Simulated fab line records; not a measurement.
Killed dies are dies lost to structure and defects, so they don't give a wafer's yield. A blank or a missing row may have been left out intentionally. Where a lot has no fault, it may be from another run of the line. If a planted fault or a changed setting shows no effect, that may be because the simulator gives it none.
fab line records	flow n5Finfet
record lots=14	wafers=42	lastDay=19
route steps=1938 shown FIN_CUT@166 STI_FIN_REVEAL@204 DUMMY_GATE@215 BEOL_M4@1111
lots untouched by any fault: they come from a run of this same line in which no faults occurred
startH: hours from the record's opening day to when the first of the lot's shown wafers began	waitH: hours elapsed since this lot's preceding step	" unchanged from the row above	L1.1+2: one row covering several wafers at once	- no value, or no start was given	* or withheld: withheld	< > ~ a bound
route shown NAME@n: a module of which the file shows steps, and the number in the route of the first	usual: mean and standard deviation over wafers with no fault	same: alike in all rows	chamber/n: place in a boat	sites: each site's reading	_std_site: standard deviation across them	_edge_site: inner sites' mean taken away from outer sites' mean	radiusMm: how far each site lies from the wafer's centre	mask NAME#n: copy n	behind: the most recent tool/chamber to have shaped the wafer	hold: the reason the lot was held/the length of the hold in hours/how it ended	device: the transistor (n, p or np) that didn't switch	end of line: the tests these same wafers got at the end of their route	a step given without rows: its recipe and nothing more	killed: not the wafer's yield, but the dies lost to structure and defects at the first sort	map: a wafer's dies, marking killed ones x, the rest . and places with no die _
set.NAME: the setting as run; set.NAME@STEP: as run at that earlier step	model.NAME: the simulator's own value behind a step, which no gauge read
route steps across a sampled set of lots; one table per step, one row per wafer
services: when a tool's chamber went out of use (startH, in hours from the record's first day, below 0 if earlier), for how many hours, and the reason
## steps
# step N5_FIN_CUT_DESCUM_13
# recipe chemistry=O2	timeS=7	sourcePowerW=50	biasPowerW=20	pressureMtorr=20	rfFrequencyHz=2.712e+07	tempC=40	resist=CAR-EUV	o2FlowSccm=225
# usual drypumpMotorCurrentA=6.0/0.48	o2FlowSccm=224.9/0.71	oesProductAu=0.76/0.059	rfVppV=242.9/1.3	showerheadPlenumPTorr=2.09/0.064	tempC=40.02/0.11	throttleValvePct=20.47/0.17
lot.wafer	tool	chamber	startH	waitH	drypumpMotorCurrentA	o2FlowSccm	oesProductAu	rfHoursCounterH	rfVppV	showerheadPlenumPTorr	tempC	throttleValvePct
L385.1	rieDiel-02	3	27.35	0.0	6.5	224.6	0.85	58	241.5	2.04	40.00	20.56
L385.2	"	0	"	"	6.6	224.3	0.77	107	243.8	2.11	40.00	20.65
L385.6	"	3	"	"	6.5	224.8	0.85	-	243.1	2.04	40.05	20.55
L386.2	rieDiel-06	0	35.33	0.1	6.4	224.5	0.71	245	243.4	2.16	40.01	20.56
L386.3	"	1	"	"	5.8	224.1	0.81	100	240.2	2.03	40.03	20.11
L386.5	"	3	"	"	5.6	226.5	0.76	-	244.6	2.20	39.80	20.61
L387.3	rieDiel-05	0	40.27	0.0	6.0	223.5	0.72	233	244.4	2.15	40.02	20.34
L387.4	"	1	"	"	5.7	225.4	0.75	-	242.6	1.99	39.83	20.56
L387.5	"	3	"	"	5.2	224.8	0.77	-	242.5	2.10	40.02	20.39
L390.1	rieDiel-02	2	58.13	0.5	5.8	225.8	0.74	172	242.6	2.08	40.04	20.41
L390.3	"	3	"	"	6.6	225.5	0.84	69	242.0	2.03	40.25	20.58
L390.4	"	2	"	"	5.9	225.6	0.75	-	241.9	2.08	40.03	20.40
L391.3	rieDiel-02	2	64.19	0.0	5.9	225.5	0.74	175	243.4	2.08	39.90	20.41
L391.4	"	2	"	"	5.8	225.4	0.73	-	242.7	2.08	39.99	20.41
L391.5	"	3	"	"	6.6	224.1	0.82	-	241.6	2.03	40.20	20.57
L392.4	rieDiel-02	0	70.70	1.0	6.6	224.8	0.77	118	243.8	2.10	40.23	20.69
L392.5	"	2	"	"	5.8	224.7	0.73	-	242.5	2.08	40.11	20.41
L392.6	"	1	"	"	5.7	224.9	0.73	-	243.9	2.19	40.16	20.43
L393.1	rieDiel-02	0	75.45	0.2	6.5	224.4	0.76	120	244.3	2.10	39.93	20.68
L393.2	"	1	"	"	5.7	225.7	0.74	147	246.0	2.19	39.98	20.45
L393.4	"	2	"	"	5.8	225.2	0.73	181	242.6	2.07	39.95	20.40
L394.1	rieDiel-05	1	84.45	0.1	5.7	225.9	0.73	174	241.7	1.99	40.13	20.55
L394.4	"	0	"	"	5.9	225.0	0.71	240	244.1	2.15	40.01	20.36
L394.5	"	3	"	"	5.2	224.9	0.75	-	242.2	2.09	39.95	20.39
L395.4	rieDiel-02	0	88.11	0.0	6.5	224.0	0.75	124	243.2	2.10	40.06	20.68
L395.5	"	3	"	"	6.6	224.9	0.82	-	241.1	2.03	40.07	20.58
L395.6	"	0	"	"	6.5	225.0	0.76	-	242.4	2.10	40.09	20.69
L396.1	rieDiel-06	1	93.82	0.5	5.8	225.1	0.78	123	242.3	2.02	40.07	20.14
L396.2	"	0	"	"	6.4	225.9	0.96	10	244.2	2.15	40.14	20.15
L396.6	"	0	"	"	6.4	225.7	0.96	-	243.9	2.15	40.15	20.16
L404.1	rieDiel-06	2	141.25	0.0	6.7	225.5	0.70	206	241.7	2.00	40.00	20.66
L404.2	"	1	"	"	5.8	224.0	0.77	135	241.3	2.02	40.18	20.16
L404.4	"	3	"	"	5.6	224.2	0.73	156	243.7	2.18	39.99	20.65
L405.2	rieDiel-02	2	146.58	0.0	5.9	225.9	0.72	203	242.1	2.07	39.93	20.43
L405.3	"	1	"	"	5.7	224.8	0.72	162	244.6	2.18	39.99	20.46
L405.4	"	3	"	"	6.5	224.9	0.79	100	241.7	2.02	40.11	20.64
L407.2	rieDiel-05	1	159.70	0.5	5.7	224.9	0.71	196	241.0	1.98	40.09	20.61
L407.3	"	3	"	"	5.2	222.7	0.73	185	242.9	2.08	40.03	20.42
L407.5	"	3	"	"	5.2	224.3	0.74	-	243.4	2.08	39.91	20.43
L408.2	rieDiel-05	3	165.06	0.0	5.2	226.0	0.74	186	242.3	2.08	40.03	20.44
L408.4	"	2	"	"	6.7	225.0	0.72	222	244.2	2.08	40.01	20.44
L408.6	"	1	"	"	5.7	225.0	0.70	-	241.3	1.98	40.05	20.58
# step N5_FIN_CUT_ETCH_21
# recipe chemistry=N2/H2	target=SOC	targetDepthA=2190	overetchA=438	maskMaterial=SiARC	tempC=40	ionEnergyEv=100	biasW=61	timeS=523.5	pressureMtorr=30	sourceW=850	n2FlowSccm=200	h2FlowSccm=200
# usual drypumpMotorCurrentA=6.0/0.48	oesProductAu=0.70/0.052	rfVppV=240.7/1.3	showerheadPlenumPTorr=2.54/0.072	tempC=40.01/0.11	throttleValvePct=17.87/0.17
lot.wafer	tool	chamber	startH	waitH	drypumpMotorCurrentA	oesProductAu	rfHoursCounterH	rfVppV	showerheadPlenumPTorr	tempC	throttleValvePct
L385.1	rieDiel-02	3	27.44	0.0	6.5	0.78	58	238.6	2.48	40.00	18.00
L385.2	"	0	"	"	6.5	0.72	107	241.2	2.57	39.89	18.02
L385.6	"	3	"	"	6.6	0.78	-	241.8	2.48	40.11	17.99
L386.2	rieDiel-06	0	35.42	0.0	6.4	0.65	245	243.5	2.60	40.07	18.00
L386.3	"	1	"	"	5.8	0.74	100	239.8	2.48	40.16	17.57
L386.5	"	3	"	"	5.6	0.70	-	240.8	2.66	40.07	17.85
L387.3	rieDiel-05	0	40.36	0.0	5.9	0.65	233	241.7	2.61	40.04	17.78
L387.4	"	1	"	"	5.7	0.68	-	239.3	2.44	39.97	18.13
L387.5	"	3	"	"	5.2	0.70	-	241.1	2.53	39.89	17.78
L390.1	rieDiel-02	2	58.22	0.0	5.9	0.67	172	239.9	2.54	40.13	17.81
L390.3	"	3	"	"	6.5	0.77	69	239.5	2.47	40.01	18.01
L390.4	"	2	"	"	5.9	0.67	-	242.0	2.54	40.14	17.84
L391.3	rieDiel-02	2	64.29	0.0	5.9	0.67	175	240.9	2.54	40.02	17.83
L391.4	"	2	"	"	5.9	0.66	-	241.2	2.54	40.10	17.80
L391.5	"	3	"	"	6.5	0.77	-	240.3	2.47	40.03	18.02
L392.4	rieDiel-02	0	70.79	0.0	6.5	0.71	118	241.6	2.56	40.08	18.02
L392.5	"	2	"	"	5.9	0.66	-	241.1	2.53	40.28	17.82
L392.6	"	1	"	"	5.7	0.69	-	242.1	2.65	40.04	17.82
L393.1	rieDiel-02	0	75.54	0.0	6.5	0.70	120	239.6	2.56	40.08	18.04
L393.2	"	1	"	"	5.7	0.68	147	240.8	2.65	39.99	17.81
L393.4	"	2	"	"	5.9	0.66	181	242.3	2.53	39.82	17.84
L394.1	rieDiel-05	1	84.54	0.0	5.7	0.68	174	239.8	2.44	39.93	18.15
L394.4	"	0	"	"	5.9	0.65	240	241.8	2.61	39.95	17.81
L394.5	"	3	"	"	5.2	0.69	-	240.2	2.53	39.83	17.79
L395.4	rieDiel-02	0	88.20	0.0	6.6	0.70	124	241.3	2.56	40.12	18.05
L395.5	"	3	"	"	6.6	0.76	-	240.5	2.47	39.89	18.05
L395.6	"	0	"	"	6.5	0.70	-	240.7	2.56	40.11	18.05
L396.1	rieDiel-06	1	93.91	0.0	5.8	0.72	124	239.8	2.47	40.04	17.61
L396.2	"	0	"	"	6.4	0.86	10	241.8	2.59	39.80	17.54
L396.6	"	0	"	"	6.4	0.87	-	240.7	2.59	39.96	17.53
L404.1	rieDiel-06	2	141.34	0.0	6.7	0.67	206	238.0	2.42	40.06	17.95
L404.2	"	1	"	"	5.8	0.71	135	239.3	2.46	40.05	17.61
L404.4	"	3	"	"	5.6	0.68	156	242.6	2.64	40.08	17.94
L405.2	rieDiel-02	2	146.67	0.0	5.9	0.65	203	239.3	2.52	39.94	17.88
L405.3	"	1	"	"	5.7	0.67	162	241.5	2.64	40.04	17.86
L405.4	"	3	"	"	6.5	0.74	100	240.4	2.46	40.03	18.09
L407.2	rieDiel-05	1	159.79	0.0	5.7	0.67	196	236.9	2.43	39.84	18.17
L407.3	"	3	"	"	5.2	0.68	185	240.8	2.52	40.05	17.82
L407.5	"	3	"	"	5.2	0.69	-	241.5	2.52	40.01	17.83
L408.2	rieDiel-05	3	165.15	0.0	5.2	0.68	186	240.4	2.52	40.26	17.84
L408.4	"	2	"	"	6.8	0.65	222	238.2	2.53	40.11	17.80
L408.6	"	1	"	"	5.7	0.66	-	239.6	2.43	39.96	18.20
# step N5_STI_FIN_REVEAL_OXIDATION_33
# recipe chemistry=O2_PLASMA_REMOTE	tempC=150	timeS=20	pressureMtorr=1000	sourcePowerW=2000	o2FlowSccm=3000
# usual drypumpMotorCurrentA=6.1/0.57	heaterPowerW=149/11	o2FlowSccm=2999/8.7	tempC=149.97/0.13
lot.wafer	tool	chamber	startH	waitH	drypumpMotorCurrentA	heaterPowerW	o2FlowSccm	rfHoursCounterH	tempC
L385.1	plasmaAsher-02	1	37.05	0.0	6.7	156	2987	85	150.07
L385.2	"	0	"	"	5.6	158	2996	85	150.14
L385.6	"	0	"	"	5.7	158	2985	-	149.88
L386.2	plasmaAsher-02	1	47.55	0.0	6.7	151	2978	86	149.95
L386.3	"	1	"	"	6.7	157	2993	-	149.94
L386.5	"	1	"	"	6.7	147	2992	-	149.57
L387.3	plasmaAsher-01	0	50.99	0.0	5.3	130	2999	-	150.05
L387.4	"	1	"	"	6.6	148	2998	-	149.85
L387.5	"	0	"	"	5.3	130	2988	-	149.73
L390.1	plasmaAsher-01	0	68.13	0.0	5.3	127	3016	30	150.04
L390.3	"	0	"	"	5.3	127	3008	-	149.97
L390.4	"	1	"	"	6.6	147	3015	-	149.78
L391.3	plasmaAsher-02	1	73.83	0.0	6.7	150	3000	-	150.02
L391.4	"	0	"	"	5.6	157	2996	-	149.93
L391.5	"	0	"	"	5.7	156	2995	-	150.07
L392.4	plasmaAsher-02	0	80.48	0.0	5.7	160	3001	-	149.84
L392.5	"	1	"	"	6.7	154	3003	-	150.08
L392.6	"	0	"	"	5.7	159	3009	-	150.01
L393.1	plasmaAsher-01	1	84.87	0.0	6.6	144	2985	33	150.05
L393.2	"	0	"	"	5.3	129	2998	33	150.20
L393.4	"	1	"	"	6.5	145	2992	-	150.02
L394.1	plasmaAsher-02	1	94.16	0.0	6.7	152	3000	96	149.94
L394.4	"	0	"	"	5.6	159	2996	-	149.86
L394.5	"	0	"	"	5.6	157	2991	-	150.15
L395.4	plasmaAsher-02	1	98.15	0.0	6.7	154	2988	-	150.29
L395.5	"	0	"	"	5.7	159	2996	-	149.85
L395.6	"	1	"	"	6.7	154	2991	-	150.14
L396.1	plasmaAsher-02	0	104.17	0.0	5.7	159	2989	98	150.01
L396.2	"	1	"	"	6.7	151	2998	98	149.88
L396.6	"	0	"	"	5.7	154	2996	-	150.16
L404.1	plasmaAsher-02	0	150.88	0.0	5.7	161	3002	107	150.00
L404.2	"	1	"	"	6.7	147	2993	107	149.92
L404.4	"	0	"	"	5.6	157	2991	-	150.21
L405.2	plasmaAsher-02	0	156.42	0.0	5.7	151	3001	108	149.95
L405.3	"	1	"	"	6.7	151	3013	-	149.91
L405.4	"	0	"	"	5.7	153	3000	-	149.81
L407.2	plasmaAsher-02	0	169.54	0.2	5.7	158	3003	112	150.03
L407.3	"	1	"	"	6.7	153	3010	-	150.15
L407.5	"	0	"	"	5.6	157	2999	-	150.05
L408.2	plasmaAsher-02	0	174.55	0.0	5.6	157	2990	114	150.01
L408.4	"	0	"	"	5.6	157	2999	-	149.84
L408.6	"	0	"	"	5.6	158	2999	-	149.94
# step N5_DUMMY_GATE_CVD_03
# recipe material=a-Si	targetThkA=1500	tempC=530	precursor=SiH4	timeS=8042
# usual spikeTcBottomC=555/3.5	spikeTcCentreC=529.9/0.48	spikeTcLowerC=530.4/1	spikeTcTopC=552.8/1.7	spikeTcUpperC=529.6/0.96	susceptorTempC=529.98/0.21
lot.wafer	tool	chamber	startH	waitH	spikeTcBottomC	spikeTcCentreC	spikeTcLowerC	spikeTcTopC	spikeTcUpperC	susceptorTempC
L385.1	lpcvd-02	0/65	37.54	0.1	554	529.2	530.6	550.4	530.5	530.17
L385.2	"	0/70	"	"	554	529.2	530.6	550.4	530.5	530.17
L385.6	"	0/89	"	"	554	529.2	530.6	550.4	530.5	530.17
L386.2	lpcvd-01	1/95	48.79	0.1	551	529.7	530.7	555.1	529.7	529.84
L386.3	"	1/100	"	"	551	529.7	530.7	555.1	529.7	529.84
L386.5	"	1/109	"	"	551	529.7	530.7	555.1	529.7	529.84
L387.3	lpcvd-02	1/75	51.55	0.1	558	530.4	528.7	550.4	530.6	529.98
L387.4	"	1/79	"	"	558	530.4	528.7	550.4	530.6	529.98
L387.5	"	1/84	"	"	558	530.4	528.7	550.4	530.6	529.98
L390.1	lpcvd-02	1/90	68.62	0.1	558	530.4	528.6	550.9	530.4	530.04
L390.3	"	1/100	"	"	558	530.4	528.6	550.9	530.4	530.04
L390.4	"	1/104	"	"	558	530.4	528.6	550.9	530.4	530.04
L391.3	lpcvd-02	1/75	74.29	0.1	557	530.3	528.6	551.1	530.9	530.15
L391.4	"	1/79	"	"	557	530.3	528.6	551.1	530.9	530.15
L391.5	"	1/84	"	"	557	530.3	528.6	551.1	530.9	530.15
L392.4	lpcvd-02	1/79	81.27	0.1	558	530.3	529.2	551.1	530.0	529.79
L392.5	"	1/84	"	"	558	530.3	529.2	551.1	530.0	529.79
L392.6	"	1/89	"	"	558	530.3	529.2	551.1	530.0	529.79
L393.1	lpcvd-01	1/40	85.35	0.1	552	529.6	531.4	554.2	528.8	529.86
L393.2	"	1/45	"	"	552	529.6	531.4	554.2	528.8	529.86
L393.4	"	1/54	"	"	552	529.6	531.4	554.2	528.8	529.86
L394.1	lpcvd-02	0/90	95.68	0.1	554	529.7	530.3	551.1	530.9	530.09
L394.4	"	0/104	"	"	554	529.7	530.3	551.1	530.9	530.09
L394.5	"	0/109	"	"	554	529.7	530.3	551.1	530.9	530.09
L395.4	lpcvd-02	1/54	99.90	0.1	557	530.2	528.4	550.9	530.7	530.00
L395.5	"	1/59	"	"	557	530.2	528.4	550.9	530.7	530.00
L395.6	"	1/64	"	"	557	530.2	528.4	550.9	530.7	530.00
L396.1	lpcvd-01	0/40	104.66	0.1	559	529.3	530.7	553.5	528.3	530.27
L396.2	"	0/45	"	"	559	529.3	530.7	553.5	528.3	530.27
L396.6	"	0/64	"	"	559	529.3	530.7	553.5	528.3	530.27
L404.1	lpcvd-01	1/15	151.59	0.1	531	510.3	511.3	535.7	509.6	510.10
L404.2	"	1/20	"	"	531	510.3	511.3	535.7	509.6	510.10
L404.4	"	1/29	"	"	531	510.3	511.3	535.7	509.6	510.10
L405.2	lpcvd-01	1/45	156.91	0.1	531	510.7	510.3	535.2	509.6	509.75
L405.3	"	1/50	"	"	531	510.7	510.3	535.2	509.6	509.75
L405.4	"	1/54	"	"	531	510.7	510.3	535.2	509.6	509.75
L407.2	lpcvd-01	0/20	171.05	0.1	559	529.9	531.0	552.9	529.2	530.38
L407.3	"	0/25	"	"	559	529.9	531.0	552.9	529.2	530.38
L407.5	"	0/34	"	"	559	529.9	531.0	552.9	529.2	530.38
L408.2	lpcvd-01	0/95	175.37	0.1	558	529.5	531.6	552.8	527.8	529.83
L408.4	"	0/104	"	"	558	529.5	531.6	552.8	527.8	529.83
L408.6	"	0/114	"	"	558	529.5	531.6	552.8	527.8	529.83
# step N5_DUMMY_GATE_CMP_04
# recipe material=a-Si	postCmpClean=alkalineBrush
# usual edgeZonePressureFrac=1.000/0.0055	motorCurrentA=9.6/1.3	timeToEndpointS=13.8/2.4
lot.wafer	tool	chamber	startH	waitH	edgeZonePressureFrac	motorCurrentA	timeToEndpointS
L385.2	cmp-02	2	41.27	0.0	1.000	7.2	14.0
L385.1	"	3	"	"	0.993	11.6	13.8
L385.6	"	3	"	"	0.998	11.0	12.4
L386.2	cmp-01	1	52.54	0.0	0.990	9.8	13.4
L386.3	"	2	"	"	0.993	10.3	14.5
L386.5	"	1	"	"	0.995	9.3	15.7
L387.3	cmp-04	2	57.15	0.1	0.998	11.3	14.5
L387.4	"	3	"	"	0.997	7.6	15.5
L387.5	"	1	"	"	0.997	9.2	14.1
L390.4	cmp-02	3	72.37	0.0	1.006	11.7	16.7
L390.3	"	0	"	"	1.011	9.8	17.0
L390.1	"	2	"	"	1.001	7.9	15.7
L391.3	cmp-01	3	78.09	0.1	1.000	10.1	12.6
L391.4	"	0	"	"	0.998	11.2	9.3
L391.5	"	2	"	"	1.002	9.7	16.2
L392.4	cmp-04	3	85.07	0.1	1.006	8.1	16.0
L392.5	"	3	"	"	1.009	7.8	14.2
L392.6	"	0	"	"	0.999	8.6	13.2
L393.2	cmp-01	2	89.11	0.1	0.999	9.8	17.4
L393.1	"	3	"	"	0.996	9.4	12.5
L393.4	"	0	"	"	1.003	11.1	11.1
L394.1	cmp-04	2	99.41	0.0	0.997	11.7	15.0
L394.4	"	3	"	"	0.991	8.2	15.0
L394.5	"	2	"	"	0.994	11.6	11.2
L395.4	cmp-04	0	103.70	0.1	1.001	9.1	13.7
L395.6	"	2	"	"	0.997	11.3	14.0
L395.5	"	3	"	"	0.996	8.4	13.4
L396.2	cmp-01	1	110.22	0.0	1.005	9.2	14.6
L396.1	"	0	"	"	0.998	11.1	10.3
L396.6	"	2	"	"	0.995	10.5	15.4
L404.1	cmp-04	1	155.34	0.0	1.009	8.8	0.1
L404.4	"	2	"	"	1.007	11.4	1.6
L404.2	"	3	"	"	1.006	7.8	1.1
L405.2	cmp-02	2	160.68	0.1	1.002	7.5	2.8
L405.3	"	3	"	"	1.005	10.9	2.6
L405.4	"	0	"	"	1.003	9.6	3.7
L407.3	cmp-04	0	174.85	0.1	1.001	8.9	13.7
L407.2	"	1	"	"	1.001	9.4	11.4
L407.5	"	3	"	"	0.994	8.0	12.7
L408.2	cmp-02	2	179.10	0.0	0.996	7.4	11.3
L408.4	"	0	"	"	0.996	9.5	12.9
L408.6	"	2	"	"	0.994	7.7	10.7
# step N5_BEOL_M4_RC_MEAS_101
# usual DIBL_N=36.8/1.9	DIBL_P=36.5/2.1	IOFF_N=0.17/0.038	IOFF_P=0.22/0.039	ION_N=675/12	ION_P=463/7.4	SS_N=71.6/0.71	SS_P=73.4/0.72	VT_N=249/3.3	VT_P=-250/3.3
lot.wafer	tool	chamber	startH	waitH	DIBL_N[mV/V]	DIBL_P[mV/V]	IOFF_N[nA/um]	IOFF_P[nA/um]	ION_N[uA/um]	ION_P[uA/um]	SS_N[mV/dec]	SS_P[mV/dec]	VT_N[mV]	VT_P[mV]
L385.1	prober-01	0	176.42	0.0	34.7	34.3	0.12	0.16	657	453	71.0	72.6	251	-256
L385.2	"	0	"	"	39.9	40.0	0.21	0.24	680	459	72.7	74.3	249	-252
L385.6	"	0	"	"	35.7	34.5	0.12	0.16	656	450	70.9	72.9	252	-256
L386.2	prober-01	0	187.86	0.2	35.5	34.9	0.16	0.21	679	461	71.2	73.1	246	-249
L386.3	"	0	"	"	37.5	37.1	0.19	0.25	686	467	71.8	72.9	245	-244
L386.5	"	0	"	"	36.2	35.7	0.16	0.21	690	466	71.1	73.1	247	-245
L387.3	prober-02	0	195.06	0.3	37.8	37.4	0.19	0.25	672	461	71.9	73.3	248	-249
L387.4	"	0	"	"	36.4	36.3	0.17	0.23	678	465	71.3	73.2	248	-247
L387.5	"	0	"	"	37.7	38.7	0.19	0.27	684	472	71.3	73.7	242	-244
L390.1	prober-02	0	203.56	0.0	40.9	40.5	0.23	0.29	690	470	72.9	75.1	247	-247
L390.3	"	0	"	"	39.9	40.0	0.24	0.31	705	486	72.0	74.4	241	-244
L390.4	"	0	"	"	36.8	35.5	0.16	0.21	678	468	70.9	73.7	249	-250
L394.1	prober-01	0	230.79	0.0	36.0	36.5	0.19	0.24	684	467	72.3	73.6	247	-248
L394.4	"	0	"	"	35.7	35.2	0.16	0.21	659	457	72.1	73.2	252	-250
L394.5	"	0	"	"	35.4	34.8	0.15	0.20	659	457	71.8	72.9	250	-248
L392.4	prober-02	0	231.60	0.5	37.4	38.5	0.18	0.24	667	460	70.8	74.2	248	-250
L392.5	"	0	"	"	37.9	39.4	0.20	0.28	668	461	72.4	74.2	249	-246
L392.6	"	0	"	"	38.2	38.4	0.18	0.24	667	463	72.5	73.4	249	-247
L393.1	prober-02	0	235.10	0.0	39.0	39.6	0.23	0.31	690	478	72.3	73.2	242	-245
L393.2	"	0	"	"	38.3	36.4	0.20	0.22	682	459	71.7	72.7	248	-250
L393.4	"	0	"	"	37.9	38.0	0.19	0.25	688	473	71.8	73.6	246	-247
L391.3	prober-02	0	237.44	0.3	33.6	33.0	0.12	0.16	654	458	70.5	72.4	253	-254
L391.4	"	0	"	"	36.5	35.9	0.16	0.20	667	456	71.6	73.9	250	-252
L391.5	"	0	"	"	37.0	37.0	0.17	0.21	657	452	71.3	74.4	249	-250
L395.4	prober-01	0	242.92	0.6	35.7	34.8	0.14	0.19	659	456	70.9	72.4	254	-251
L395.5	"	0	"	"	35.9	34.8	0.14	0.19	673	462	70.7	73.1	251	-251
L395.6	"	0	"	"	39.1	37.4	0.20	0.22	669	454	72.3	73.4	249	-250
L396.1	prober-01	0	245.67	0.0	37.2	36.3	0.16	0.21	664	460	71.0	73.0	251	-248
L396.2	"	0	"	"	37.3	36.5	0.17	0.23	686	469	71.1	73.7	248	-248
L396.6	"	0	"	"	34.9	34.8	0.13	0.19	672	464	70.8	72.8	252	-250
L408.2	prober-01	0	333.07	0.2	36.3	35.6	0.14	0.21	661	463	71.8	72.3	252	-248
L408.4	"	0	"	"	36.0	34.3	0.12	0.19	661	462	70.5	72.2	254	-251
L408.6	"	0	"	"	35.1	33.1	0.12	0.18	654	457	70.5	72.3	254	-250
L407.2	prober-02	0	337.79	0.2	38.5	38.1	0.20	0.25	698	472	72.2	73.8	244	-247
L407.3	"	0	"	"	41.7	40.6	0.28	0.31	685	470	72.6	74.5	242	-245
L407.5	"	0	"	"	36.9	34.9	0.16	0.20	680	465	71.7	73.5	250	-251
## services
tool	chamber	startH	hours	kind
cmp-02	-	4.76	1.9	repair
cmp-01	-	8.50	0.8	repair
lpcvd-02	-	11.66	2.8	pm
rieDiel-05	2	12.15	5.4	repair
plasmaAsher-01	-	14.00	2.6	repair
cmp-04	-	16.03	0.9	repair
cmp-02	-	18.35	4.8	repair
rieDiel-06	0	22.45	3.3	repair
rieDiel-05	2	23.83	1.7	repair
rieDiel-02	3	30.39	2.3	repair
rieDiel-05	2	30.47	19.7	repair
cmp-02	-	45.90	9.5	pm
rieDiel-05	-	51.87	28.1	pm
rieDiel-02	0	52.41	13.2	repair
cmp-02	-	55.45	2.1	repair
cmp-02	-	84.45	4.4	repair
rieDiel-02	1	93.14	16.4	repair
rieDiel-05	0	122.27	-	clean
cmp-01	-	125.98	4.0	pm
plasmaAsher-02	-	129.60	2.3	repair
cmp-01	-	138.77	0.6	repair
cmp-04	-	160.49	4.0	pm
plasmaAsher-01	-	166.52	6.3	repair
cmp-01	-	176.50	1.6	repair
## key
firstSign step=N5_DUMMY_GATE_CVD_03	reading=susceptorTempC	direction=down	sigmas=96	usual=*	struck=*
effect step=N5_DUMMY_GATE_CVD_03	reading=spikeTcCentreC	direction=down	sigmas=41	usual=529.9	struck=510.5
effect step=N5_DUMMY_GATE_CMP_04	reading=timeToEndpointS	direction=down	sigmas=5	usual=*	struck=*
metAt N5_DUMMY_GATE_CVD_03
struckLots L404,L405
struckWafers L404.1,L404.2,L404.4,L405.2,L405.3,L405.4
laterRowsLeftOut L404.1,L404.2,L404.4,L405.2,L405.3,L405.4
sortLeftOut L404.1,L404.2,L404.4,L405.2,L405.3,L405.4
testerLeftOut L404,L405
notActingAt N5_FIN_CUT_DESCUM_13,N5_FIN_CUT_ETCH_21,N5_STI_FIN_REVEAL_OXIDATION_33
fault kind=processParameterDrift	tool=lpcvd-01	chamber=1	onsetH=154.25	steps=N5_DUMMY_GATE_CVD_03	channel=tempC	offset=*	shape=step	endH=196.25	actsIn=*	stated=*
# testerLeftOut: of these lots the tester's yield and bins aren't shown, on N5 and GAA mostly nor the transistor test; their killed dies are dies lost to structure and defects alone, not to doping, threshold or leakage, so they don't give the yield
# sortLeftOut: the simulated sort isn't trusted on such a fault, so these wafers' sort isn't shown, and their yield isn't known
# laterRowsLeftOut: the simulator's readings of these wafers behind a module that went badly wrong aren't trusted and aren't shown, but for the sort
